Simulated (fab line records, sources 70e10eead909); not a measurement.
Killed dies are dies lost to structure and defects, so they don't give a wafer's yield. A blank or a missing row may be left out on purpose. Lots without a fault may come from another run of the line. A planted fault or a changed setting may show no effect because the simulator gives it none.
Problem report in the 8D (eight disciplines) form, filled by code | flow nand_harc | the parts of the form that need people (team, actions taken, sign-off) are left out

1. THE PROBLEM
mfc_precursor_sccm at NHARC_A_STAIRCASE_DEP_325 reads a mean of 221.4 sccm on 6 wafers of 2 lots; wafers without a fault read 200.0 sccm with a standard deviation of 0.63. That is +34 standard deviations from the usual mean.
The step: deposits SiO2, target thk 7200 nm.
First seen on wafer L660.3, day 23 01:22, on pecvd-02. The record holds 39 wafers of 13 lots with a number at this step. Rule for "out", or "out of limits": more than 4 standard deviations from the usual mean. The other wafers with a number count as sound.

2. WHAT IT IS AND WHAT IT IS NOT
question                    | is                     | is not
which readings at this step | mfc_precursor_sccm     | -
which lots                  | L660, L661             | L650, L651, L652, L662, L665, L666, L667, L668, L670, L671, L673
which wafers of those lots  | all that have a number | -
read on which tools         | pecvd-02               | pecvd-01, pecvd-04
when                        | from day 23 01:22      | up to then (12 sound wafers); but 21 sound wafers of L665, L666, L667, L668, L670, L671, L673 came after

3. SUSPECTS, AND WHAT RULES EACH OUT
Counting: a tool at a process step up to the reading stays a suspect if it ran every lot that is out and no sound lot after the first of them.
- pecvd-02 at NHARC_A_STAIRCASE_DEP_325 (deposits SiO2, target thk 7200 nm): ruled out as a lasting fault. Sound lots L670, L671, L673 ran on it after its first lot that is out, L660 (day 23 01:22).
Left after counting: nothing in the record.

4. THE CAUSE (what the simulator had put in)
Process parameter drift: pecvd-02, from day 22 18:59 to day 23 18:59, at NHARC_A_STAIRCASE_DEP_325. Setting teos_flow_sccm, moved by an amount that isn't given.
Counting ruled it out, wrongly.

5. THE CHAIN OF EFFECTS, in route order
Each row: a reading whose mean over the struck wafers that have a number lies more than 3 standard deviations from the usual. Only readings for which the record gives a usual standard deviation are gone through. hours: the time from each lot's start at the first step in this table that gives one to its start at this step, as a median over the lots. sigmas: the change in usual standard deviations.
hours | step                      | reading            | usual      | on struck wafers | change | sigmas
0     | NHARC_A_STAIRCASE_DEP_325 | mfc_precursor_sccm | 200.0 sccm | 221.4            | +21.4  | +34
The process steps in it:
- NHARC_A_STAIRCASE_DEP_325: deposits SiO2, target thk 7200 nm.
Later measuring or inspecting steps at which every struck wafer that the step has a row for has a number for every such reading, and none has moved that far: NHARC_END_SORT_01.

6. WHAT WOULD HAVE CAUGHT IT SOONER
In this record the first reading out of limits was taken at day 23 01:22, 6 hours after the fault began at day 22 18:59.
